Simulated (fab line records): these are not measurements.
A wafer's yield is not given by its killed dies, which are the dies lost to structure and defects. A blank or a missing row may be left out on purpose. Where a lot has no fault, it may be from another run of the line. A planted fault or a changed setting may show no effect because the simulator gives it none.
Chamber matching ; flow n5_finfet ; N5_BEOL_M0_SAQP_PECVD_96 on pecvd-01: 3 sister chambers
The step deposits a-Si from SiH4/He, target thk 45 nm, time 45.2 s. 3 wafers are shown with their chamber, then 9 later ones without.

## WAFERS, EACH WITH ITS CHAMBER
wafer;chamber;throttle_valve_pct (%)
L078.6;1;17.9
L088.5;0;19.7
L088.6;2;18.2

## WAFERS MISSING THEIR CHAMBER
wafer;throttle_valve_pct (%)
L092.1;18.1
L092.4;19.7
L092.6;18.4
L096.2;18.4
L096.4;18.2
L096.6;18.2
L097.2;18.4
L097.3;18.0
L097.6;18.2

## WHICH CHAMBER EACH ONE RAN IN
wafer;from the rows above;in truth
L092.1;can't be placed: 2 or 1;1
L092.4;0;0
L092.6;2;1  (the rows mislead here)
L096.2;2;2
L096.4;2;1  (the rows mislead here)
L096.6;2;2
L097.2;2;2
L097.3;can't be placed: 1 or 2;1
L097.6;2;2
Correctly placed: 5 of 9. Unplaceable from these rows: 2, with the true chamber sitting among the candidates in 2. Wrongly placed: 2.
How it was worked out, from the rows above alone: a wafer's distance from a chamber is the root of the sum, over the readings, of the square of ((its reading less the chamber's mean) divided by the reading's scatter). The wafer belongs to the nearest chamber; if the next one is less than 2 further off, it can't be placed. Each chamber's mean is taken over the wafers shown for it. The scatter: root of mean squared gap, hidden wafer to nearest shown wafer, with one shown wafer a chamber.
